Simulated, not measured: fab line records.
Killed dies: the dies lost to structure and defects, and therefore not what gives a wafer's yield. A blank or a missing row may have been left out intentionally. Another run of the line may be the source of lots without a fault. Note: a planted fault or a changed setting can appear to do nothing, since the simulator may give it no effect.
Lot-split experiment :: flow n5 finfet :: 21 wafers read from 7 lots, route of 1938 steps

## THE SPLIT ITSELF
At N5_BEOL_M3_COAT_05 (resist thk 30 nm), the setting spin rpm was moved away from the recipe's 1500 rpm on 6 of the 21 wafers read, by +3.7% to +6.9%. For the rest of the wafers, this setting stayed at what the recipe calls for.

## FROM THE SPLIT TO THE READING: what the file shows between them, 6 steps
- N5_BEOL_M3_EBR_07
- N5_BEOL_M3_SOFTBAKE_06: time 60 s
- N5_BEOL_M3_EXPOSE_08: exposes mask M3
- N5_BEOL_M3_PEB_09: peb time 60 s
- N5_BEOL_M3_DEVELOP_10: develop time 30 s
- N5_BEOL_M3_DESCUM_16: chemistry O2, time 7 s

## THE READING
CAR-EUV_of_BEOL_M3_COAT_05.thk nm (the simulator's own value, which no gauge read), in nm, at N5_BEOL_M3_ETCH_74 (etches underlayer in N2/H2, target depth 6.5 nm, time 5.2 s). The file does not state a usual value for it. Here, 15 wafers ran the recipe; their average is 20.3 nm with a standard deviation of 0.12 nm.

wafer: L076.2
tool, chamber at the split: litho track-02, 0
spin rpm as run, rpm: 1555
against the recipe: +3.7%
CAR-EUV_of_BEOL_M3_COAT_05.thk nm, nm: 20
against lot-mates on the recipe: -0.3

wafer: L076.4
tool, chamber at the split: litho track-02, 0
spin rpm as run, rpm: 1500
against the recipe: recipe
CAR-EUV_of_BEOL_M3_COAT_05.thk nm, nm: 20.2
against lot-mates on the recipe: -

wafer: L076.5
tool, chamber at the split: litho track-02, 0
spin rpm as run, rpm: 1500
against the recipe: recipe
CAR-EUV_of_BEOL_M3_COAT_05.thk nm, nm: 20.4
against lot-mates on the recipe: -

wafer: L078.2
tool, chamber at the split: litho track-05, 0
spin rpm as run, rpm: 1500
against the recipe: recipe
CAR-EUV_of_BEOL_M3_COAT_05.thk nm, nm: 20.2
against lot-mates on the recipe: -

wafer: L078.3
tool, chamber at the split: litho track-05, 0
spin rpm as run, rpm: 1500
against the recipe: recipe
CAR-EUV_of_BEOL_M3_COAT_05.thk nm, nm: 20.4
against lot-mates on the recipe: -

wafer: L078.4
tool, chamber at the split: litho track-05, 0
spin rpm as run, rpm: 1500
against the recipe: recipe
CAR-EUV_of_BEOL_M3_COAT_05.thk nm, nm: 20.4
against lot-mates on the recipe: -

wafer: L079.4
tool, chamber at the split: litho track-05, 0
spin rpm as run, rpm: 1500
against the recipe: recipe
CAR-EUV_of_BEOL_M3_COAT_05.thk nm, nm: 20.4
against lot-mates on the recipe: -

wafer: L079.5
tool, chamber at the split: litho track-05, 0
spin rpm as run, rpm: 1577
against the recipe: +5.1%
CAR-EUV_of_BEOL_M3_COAT_05.thk nm, nm: 19.6
against lot-mates on the recipe: -0.7

wafer: L079.6
tool, chamber at the split: litho track-05, 0
spin rpm as run, rpm: 1500
against the recipe: recipe
CAR-EUV_of_BEOL_M3_COAT_05.thk nm, nm: 20.2
against lot-mates on the recipe: -

wafer: L081.1
tool, chamber at the split: litho track-05, 0
spin rpm as run, rpm: 1500
against the recipe: recipe
CAR-EUV_of_BEOL_M3_COAT_05.thk nm, nm: 20.4
against lot-mates on the recipe: -

wafer: L081.2
tool, chamber at the split: litho track-05, 0
spin rpm as run, rpm: 1500
against the recipe: recipe
CAR-EUV_of_BEOL_M3_COAT_05.thk nm, nm: 20.4
against lot-mates on the recipe: -

wafer: L081.6
tool, chamber at the split: litho track-05, 0
spin rpm as run, rpm: 1500
against the recipe: recipe
CAR-EUV_of_BEOL_M3_COAT_05.thk nm, nm: 20.2
against lot-mates on the recipe: -

wafer: L083.3
tool, chamber at the split: litho track-02, 0
spin rpm as run, rpm: 1500
against the recipe: recipe
CAR-EUV_of_BEOL_M3_COAT_05.thk nm, nm: 20.4
against lot-mates on the recipe: -

wafer: L083.4
tool, chamber at the split: litho track-02, 0
spin rpm as run, rpm: 1576
against the recipe: +5.1%
CAR-EUV_of_BEOL_M3_COAT_05.thk nm, nm: 19.6
against lot-mates on the recipe: -0.8

wafer: L083.5
tool, chamber at the split: litho track-02, 0
spin rpm as run, rpm: 1576
against the recipe: +5.1%
CAR-EUV_of_BEOL_M3_COAT_05.thk nm, nm: 19.8
against lot-mates on the recipe: -0.6

wafer: L084.2
tool, chamber at the split: litho track-01, 0
spin rpm as run, rpm: 1500
against the recipe: recipe
CAR-EUV_of_BEOL_M3_COAT_05.thk nm, nm: 20.4
against lot-mates on the recipe: -

wafer: L084.3
tool, chamber at the split: litho track-01, 0
spin rpm as run, rpm: 1500
against the recipe: recipe
CAR-EUV_of_BEOL_M3_COAT_05.thk nm, nm: 20.4
against lot-mates on the recipe: -

wafer: L084.6
tool, chamber at the split: litho track-01, 0
spin rpm as run, rpm: 1500
against the recipe: recipe
CAR-EUV_of_BEOL_M3_COAT_05.thk nm, nm: 20.4
against lot-mates on the recipe: -

wafer: L096.2
tool, chamber at the split: litho track-05, 0
spin rpm as run, rpm: 1500
against the recipe: recipe
CAR-EUV_of_BEOL_M3_COAT_05.thk nm, nm: 20
against lot-mates on the recipe: -

wafer: L096.4
tool, chamber at the split: litho track-05, 0
spin rpm as run, rpm: 1604
against the recipe: +6.9%
CAR-EUV_of_BEOL_M3_COAT_05.thk nm, nm: 19
against lot-mates on the recipe: -1.0

wafer: L096.5
tool, chamber at the split: litho track-05, 0
spin rpm as run, rpm: 1604
against the recipe: +6.9%
CAR-EUV_of_BEOL_M3_COAT_05.thk nm, nm: 19.2
against lot-mates on the recipe: -0.8

THE FIT
A straight line over all 21 wafers: CAR-EUV_of_BEOL_M3_COAT_05.thk nm changes by -0.152 nm for each +1% of spin rpm; r = -0.94; the points scatter about the line by 0.15 nm.
The same after taking each lot's own level away (the mean of its wafers on the recipe; 21 wafers): -0.13 nm for each +1%; r = -0.97; scatter 0.094 nm.
Per that fit: largest spin rpm move, reading shift of 0.9 nm.
Measured against the standard deviation above, the lots' own levels, which go from 20.00 to 20.40 nm, span 3.3 times it.
Hence the slope depends on the lot-to-lot level, as the two fits are not the same.
Check: for one of the wafers moved furthest among these (+6.9%), held out of the fit, the line's prediction against its lot-mates is -0.864 nm. It came out at -1 nm against them.

## THE WHOLE CHAIN: every reading that the file lists as answering this split, in the file's order
step: N5_BEOL_M3_COAT_05
what it does: resist thk 30 nm
reading: CAR-EUV_of_BEOL_M3_COAT_05.thk nm (the simulator's own value, which no gauge read)
change (the file's fit): -0.151 nm for each +1% of the setting
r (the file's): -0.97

step: N5_BEOL_M3_DEVELOP_10
what it does: develop time 30 s
reading: CAR-EUV_of_BEOL_M3_COAT_05.thk nm (the simulator's own value, which no gauge read)
change (the file's fit): -0.141 nm for each +1% of the setting
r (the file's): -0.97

step: N5_BEOL_M3_ETCH_74
what it does: etches underlayer in N2/H2, target depth 6.5 nm, time 5.2 s
reading: CAR-EUV_of_BEOL_M3_COAT_05.thk nm (the simulator's own value, which no gauge read)
change (the file's fit): -0.128 nm for each +1% of the setting
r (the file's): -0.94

## THE FILE'S OWN FIT
CAR-EUV_of_BEOL_M3_COAT_05.thk nm changes by -0.128 nm for each +1% of spin rpm, r = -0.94.
